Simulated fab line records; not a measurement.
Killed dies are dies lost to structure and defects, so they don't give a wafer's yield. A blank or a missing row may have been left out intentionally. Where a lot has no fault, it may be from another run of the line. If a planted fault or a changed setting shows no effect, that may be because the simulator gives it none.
fab line records ; flow nand-harc
record lots=5; wafers=15; last-day=35
route steps=1302 shown P_CONTACT@226
lots that met no fault: from a run of the same line without faults
start-h: start of the lot's first displayed wafer, in hours after the record's first day ; wait-h: hours from the lot's prior step to this one ; " unchanged from the row above ; L1.1+2: a single row standing in for several wafers ; - no value, or no start was given ; * or withheld: withheld ; < > ~ a bound
route shown NAME@n: a module of which the file shows steps, and the number in the route of the first ; usual: mean/standard deviation of fault-free wafers ; same: alike in all rows ; chamber/n: place in a boat ; sites: readings site by site ; _std_site: standard deviation of those values ; _edge_site: the outer-site mean with the inner-site mean subtracted ; radius-mm: for every site, how far away it sits from the centre of the wafer ; mask NAME#n: copy n ; behind: the most recent tool/chamber to have shaped the wafer ; hold: what put the lot on hold/how long, in hours/how the hold closed ; device: the transistor (n, p or np) that didn't switch ; end of line: the route-end tests of the same wafers ; a step with no rows: only its recipe ; killed: dies that structure and defects cost at the first sort, which is not the same as the wafer's yield ; map: the dies of a wafer, with x for killed, . for not killed, _ for no die there
set.NAME: setting as actually run; set.NAME@STEP: the setting as run at that earlier step ; model.NAME: the simulator's own value behind a step, which no gauge read
lots seen at some steps along the route; tables by step, rows by wafer
services: from which hour (start-h, from the record's first day; less than 0 if before it) a tool's chamber was out of use, for how many hours, and why
## steps
# step NHARC_P_CONTACT_COAT_06
# recipe spin-rpm=1500; resist-thk-nm=90
# step NHARC_P_CONTACT_SOFTBAKE_07
# recipe temp-c=105; time-s=55
# step NHARC_P_CONTACT_EBR_08
# step NHARC_P_CONTACT_EXPOSE_09
# recipe na=1.35; target-cd-nm=90; dose-mj=81.26; mask-id=P_CA
# step NHARC_P_CONTACT_PEB_10
# recipe peb-temp-c=100; peb-time-s=65
# step NHARC_P_CONTACT_DEVELOP_11
# recipe develop-time-s=35; dev-temp-c=23
# step NHARC_P_CONTACT_CD_MEAS_12
# recipe target-cd-nm=90; landing-energy-ev=500
# usual cd-nm=89.8/0.53
lot.wafer;tool;chamber;start-h;wait-h;cd-nm
L925.1;cd-sem-02;0;133.91;-;89.4
L925.4;cd-sem-02;0;133.91;-;89.6
L925.6;cd-sem-02;0;133.91;-;89.4
L931.2;cd-sem-02;0;192.64;-;89.9
L931.5;cd-sem-02;0;192.64;-;89.5
L931.6;cd-sem-02;0;192.64;-;89.3
L939.1;cd-sem-02;0;266.64;-;90.0
L939.3;cd-sem-02;0;266.64;-;90.1
L939.6;cd-sem-02;0;266.64;-;90.2
L942.1;cd-sem-03;0;293.92;-;88.9
L942.3;cd-sem-03;0;293.92;-;89.1
L942.5;cd-sem-03;0;293.92;-;88.6
L946.4;cd-sem-03;0;343.64;-;89.8
L946.5;cd-sem-03;0;343.64;-;89.1
L946.6;cd-sem-03;0;343.64;-;89.3
# step NHARC_P_CONTACT_OVL_MEAS_13
# usual overlay-x-nm=0.2/0.9; overlay-y-nm=0.2/0.74
lot.wafer;tool;chamber;start-h;wait-h;overlay-x-nm;overlay-y-nm
L925.1;overlay-02;-;134.00;-;-1.9;-0.6
L925.4;overlay-02;-;134.00;-;-1.6;-0.6
L925.6;overlay-02;-;134.00;-;-2.5;-0.4
L931.2;overlay-01;-;192.72;-;0.1;0.1
L931.5;overlay-01;-;192.72;-;-0.1;0.6
L931.6;overlay-01;-;192.72;-;-0.3;1.2
L939.1;overlay-01;-;266.73;-;0.6;0.8
L939.3;overlay-01;-;266.73;-;0.8;1.1
L939.6;overlay-01;-;266.73;-;1.4;1.1
L942.1;overlay-01;-;294.01;-;0.5;-1.0
L942.3;overlay-01;-;294.01;-;0.7;-1.1
L942.5;overlay-01;-;294.01;-;0.6;-1.3
L946.4;overlay-01;-;343.72;-;-0.3;1.2
L946.5;overlay-01;-;343.72;-;-0.3;1.2
L946.6;overlay-01;-;343.72;-;-0.4;1.3
# step NHARC_P_CONTACT_INSPECT_14
# usual raw-defect-count=3.8/2
lot.wafer;tool;chamber;start-h;wait-h;raw-defect-count
L925.1;defect-inspect-01;-;134.03;0.0;3
L925.4;defect-inspect-01;-;134.03;0.0;3
L925.6;defect-inspect-01;-;134.03;0.0;5
L931.2;defect-inspect-01;-;192.76;0.0;6
L931.5;defect-inspect-01;-;192.76;0.0;3
L931.6;defect-inspect-01;-;192.76;0.0;3
L939.1;defect-inspect-02;-;266.77;0.0;3
L939.3;defect-inspect-02;-;266.77;0.0;2
L939.6;defect-inspect-02;-;266.77;0.0;5
L942.1;defect-inspect-02;-;294.04;0.0;4
L942.3;defect-inspect-02;-;294.04;0.0;5
L942.5;defect-inspect-02;-;294.04;0.0;3
L946.4;defect-inspect-01;-;343.76;0.0;4
L946.5;defect-inspect-01;-;343.76;0.0;3
L946.6;defect-inspect-01;-;343.76;0.0;2
# step NHARC_P_CONTACT_DESCUM_17
# recipe time-s=3; o2-flow-sccm=200; ar-flow-sccm=0; bias-power-w=0; chemistry=O2
# usual drypump-motor-current-A=5.9/0.36; mfc-ar-sccm=0.010/0.011; oes-product-au=0.999/0.0068; rf-vpp-V=57.8/0.86; showerhead-plenum-p-Torr=1.93/0.07; throttle-valve-pct=11.311/0.0083
# same bias-power-w=0
lot.wafer;tool;chamber;start-h;wait-h;drypump-motor-current-A;mfc-ar-sccm;oes-product-au;rf-hours-counter-h;rf-vpp-V;showerhead-plenum-p-Torr;throttle-valve-pct
L925.1;rie-diel-12;1;134.11;0.1;6.1;0.009;0.990;1.5;57.5;1.97;11.326
L925.4;rie-diel-12;2;134.11;0.1;5.8;0;0.999;1.4;57.0;1.89;11.315
L925.6;rie-diel-12;3;134.11;0.1;5.9;0.002;0.999;-;57.7;1.85;11.304
L931.2;rie-diel-12;3;192.83;0.1;6.0;0.002;0.989;5.4;57.7;1.85;11.288
L931.6;rie-diel-12;2;192.83;0.1;5.7;0;0.989;-;57.1;1.89;11.321
L931.5;rie-diel-12;3;192.83;0.1;6.0;0.002;1.000;-;58.2;1.85;11.309
L939.1;rie-diel-12;3;266.83;0.1;6.0;0.002;1.003;10.3;58.2;1.84;11.319
L939.3;rie-diel-12;0;266.83;0.1;5.5;0.027;1.005;9.0;59.2;1.97;11.308
L939.6;rie-diel-12;3;266.83;0.1;6.0;0.002;1.009;-;56.9;1.84;11.305
L942.1;rie-diel-11;2;294.11;0.1;5.8;0.021;0.996;0.6;59.2;2.00;11.310
L942.3;rie-diel-11;0;294.11;0.1;6.5;0.022;1.010;0.6;58.0;2.02;11.313
L942.5;rie-diel-11;2;294.11;0.1;5.8;0.021;1.011;-;56.8;2.00;11.319
L946.4;rie-diel-11;1;343.84;0.1;5.5;0;0.998;2.3;57.6;2.02;11.315
L946.6;rie-diel-11;2;343.84;0.1;5.8;0.021;0.996;-;58.7;2.00;11.318
L946.5;rie-diel-11;3;343.84;0.1;6.2;0;1.000;-;58.7;1.84;11.309
# step NHARC_P_CONTACT_ETCH_35
# recipe target-depth-a=390; over-etch-frac=0.3; time-s=65; ion-energy-ev=80; cf4-flow-sccm=150; ar-flow-sccm=0; rf-w=300; bias-w=100; chemistry=CF4
# usual drypump-motor-current-A=5.9/0.36; mfc-ar-sccm=0.010/0.011; oes-product-au=0.999/0.0074; rf-vpp-V=151.5/1.1; showerhead-plenum-p-Torr=1.79/0.06; throttle-valve-pct=13.284/0.0088
# same over-etch-frac=0.3
lot.wafer;tool;chamber;start-h;wait-h;drypump-motor-current-A;mfc-ar-sccm;oes-product-au;rf-hours-counter-h;rf-vpp-V;showerhead-plenum-p-Torr;throttle-valve-pct
L925.1;rie-diel-12;0;134.18;0.1;5.5;0.027;1.002;1.2;151.8;1.81;13.287
L925.4;rie-diel-12;2;134.18;0.1;5.8;0;0.990;1.4;149.7;1.75;13.294
L925.6;rie-diel-12;3;134.18;0.1;6.0;0.002;0.999;-;150.2;1.71;13.268
L931.2;rie-diel-12;1;192.90;0.1;6.1;0.009;0.997;5.6;152.1;1.81;13.287
L931.5;rie-diel-12;1;192.90;0.1;6.1;0.009;1.007;-;150.1;1.81;13.274
L931.6;rie-diel-12;2;192.90;0.1;5.8;0;0.996;-;150.9;1.75;13.292
L939.3;rie-diel-12;0;266.91;0.1;5.5;0.027;0.996;9.0;149.6;1.81;13.288
L939.1;rie-diel-12;3;266.91;0.1;6.0;0.002;1.010;10.3;151.0;1.71;13.284
L939.6;rie-diel-12;1;266.91;0.1;6.0;0.009;0.994;-;151.9;1.81;13.274
L942.1;rie-diel-11;3;294.19;0.1;6.2;0;0.985;0.6;152.1;1.71;13.272
L942.3;rie-diel-11;0;294.19;0.1;6.4;0.022;1.011;0.6;151.9;1.86;13.278
L942.5;rie-diel-11;3;294.19;0.1;6.2;0;0.995;-;150.0;1.71;13.287
L946.4;rie-diel-11;0;343.92;0.1;6.5;0.022;1.017;2.4;152.7;1.86;13.296
L946.6;rie-diel-11;1;343.92;0.1;5.5;0;1.008;-;152.1;1.86;13.287
L946.5;rie-diel-11;2;343.92;0.1;5.8;0.021;1.010;-;151.9;1.84;13.288
# step NHARC_P_CONTACT_ETCH_36
# recipe target-depth-a=2600; over-etch-frac=0.25; time-s=406.25; ion-energy-ev=200; n2-flow-sccm=150; h2-flow-sccm=150; ar-flow-sccm=0; rf-w=400; bias-w=150; chemistry=N2/H2
# usual drypump-motor-current-A=5.9/0.36; mfc-ar-sccm=0.010/0.011; oes-product-au=0.999/0.0082; rf-vpp-V=431.2/2.3; showerhead-plenum-p-Torr=2.06/0.076; throttle-valve-pct=14.172/0.0093
# same over-etch-frac=0.25
lot.wafer;tool;chamber;start-h;wait-h;drypump-motor-current-A;mfc-ar-sccm;oes-product-au;rf-hours-counter-h;rf-vpp-V;showerhead-plenum-p-Torr;throttle-valve-pct
L925.1;rie-diel-12;1;-;-;6.1;0.009;0.993;1.6;433.2;2.10;14.168
L925.4;rie-diel-12;2;-;-;5.7;0;0.998;1.5;430.2;2.01;14.168
L925.6;rie-diel-12;2;-;-;5.7;0;0.992;-;432.1;2.01;14.168
L931.2;rie-diel-12;3;-;-;6.0;0.002;1.003;5.5;426.9;1.97;14.184
L931.5;rie-diel-12;3;-;-;6.0;0.002;1.004;-;428.0;1.97;14.173
L931.6;rie-diel-12;0;-;-;5.5;0.027;0.994;-;431.4;2.10;14.161
L939.1;rie-diel-12;3;-;-;6.0;0.002;1.000;10.4;428.8;1.96;14.160
L939.3;rie-diel-12;0;-;-;5.5;0.027;1.004;9.1;431.3;2.10;14.175
L939.6;rie-diel-12;1;-;-;6.1;0.009;0.992;-;431.7;2.10;14.171
L942.1;rie-diel-11;0;-;-;6.4;0.022;1.013;0.6;435.8;2.15;14.178
L942.3;rie-diel-11;1;-;-;5.5;0;0.994;0.7;433.7;2.15;14.184
L942.5;rie-diel-11;0;-;-;6.5;0.022;1.000;-;433.9;2.15;14.184
L946.4;rie-diel-11;2;-;-;5.8;0.021;0.996;2.6;433.8;2.13;14.162
L946.6;rie-diel-11;3;-;-;6.2;0;1.007;-;429.2;1.96;14.166
L946.5;rie-diel-11;0;-;-;6.5;0.022;1.009;-;432.4;2.15;14.190
# step NHARC_P_CONTACT_ETCH_18
# recipe target-depth-a=4810; time-s=240.5; c4f8-flow-sccm=20; o2-flow-sccm=10; ar-flow-sccm=withheld; rf-w=600; bias-w=1500; chemistry=C4F8/O2/Ar
# usual oes-product-au=0.955/0.019; rf-vpp-V=980/4.8
lot.wafer;tool;chamber;start-h;wait-h;oes-product-au;rf-hours-counter-h;rf-vpp-V
L925.4;rie-diel-12;3;134.57;-;0.946;1.2;974
L925.1;rie-diel-12;2;134.57;-;0.954;1.7;977
L925.6;rie-diel-12;0;134.57;-;0.945;-;981
L931.2;rie-diel-12;3;193.32;-;0.954;5.7;975
L931.6;rie-diel-12;2;193.32;-;0.953;-;976
L931.5;rie-diel-12;3;193.32;-;0.949;-;975
L939.1;rie-diel-12;1;267.33;-;0.966;9.8;981
L939.3;rie-diel-12;3;267.33;-;0.968;10.5;972
L939.6;rie-diel-12;0;267.33;-;0.892;-;983
L942.1;rie-diel-11;1;294.58;-;0.956;0.8;985
L942.3;rie-diel-11;0;294.58;-;0.979;0.8;985
L942.5;rie-diel-11;2;294.58;-;0.964;-;984
L946.4;rie-diel-11;3;344.30;-;0.960;2.9;972
L946.5;rie-diel-11;3;344.30;-;0.962;-;974
L946.6;rie-diel-11;0;344.30;-;0.985;-;985
# step NHARC_P_CONTACT_STRIP_37
# recipe c4f8-flow-sccm=withheld; o2-flow-sccm=8; ar-flow-sccm=withheld; bias-w=0; chemistry=C4F8/O2/Ar
## services
tool;chamber;start-h;hours;kind
rie-diel-12;0;124.90;-;clean
rie-diel-12;1;124.90;-;clean
rie-diel-12;2;124.90;-;clean
rie-diel-12;3;124.90;-;clean
rie-diel-12;0;149.40;-;clean
rie-diel-12;1;149.40;-;clean
rie-diel-12;2;149.40;-;clean
rie-diel-12;3;149.40;-;clean
rie-diel-12;3;155.98;4.1;repair
rie-diel-11;-;160.03;1.8;repair
rie-diel-12;0;161.09;21.0;repair
rie-diel-12;1;173.90;-;clean
rie-diel-12;2;173.90;-;clean
rie-diel-12;3;173.90;-;clean
rie-diel-12;0;198.40;-;clean
rie-diel-12;1;198.40;-;clean
rie-diel-12;2;198.40;-;clean
rie-diel-12;3;198.40;-;clean
rie-diel-12;1;201.23;7.6;repair
rie-diel-12;0;222.90;-;clean
rie-diel-12;1;222.90;-;clean
rie-diel-11;-;255.50;9.0;pm
rie-diel-12;-;268.40;9.0;pm
rie-diel-12;2;301.15;3.8;repair
## key
first-sign step=NHARC_P_CONTACT_ETCH_18; reading=oes-product-au; direction=down; sigmas=3.3; usual=0.955; struck=0.892
effect none on later readings
met-at NHARC_P_CONTACT_ETCH_18
struck-wafers L939.6
later-rows-left-out L939.6
sort-left-out L939.6
tester-left-out L939
onset-between 134.57 267.33
fault kind=process-parameter-drift; tool=rie-diel-12; chamber=0; onset-h=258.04; steps=NHARC_P_CONTACT_ETCH_18; channel=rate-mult; offset=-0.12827; shape=step; end-h=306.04
# tester-left-out: of these lots the tester's yield and bins aren't shown, on N5 and GAA mostly nor the transistor test; their killed dies are dies lost to structure and defects alone, not to doping, threshold or leakage, so they don't give the yield
# sort-left-out: the simulated sort isn't trusted on such a fault, so these wafers' sort isn't shown, and their yield isn't known
# later-rows-left-out: the simulator's readings of these wafers behind a module that went badly wrong aren't trusted and aren't shown, but for the sort
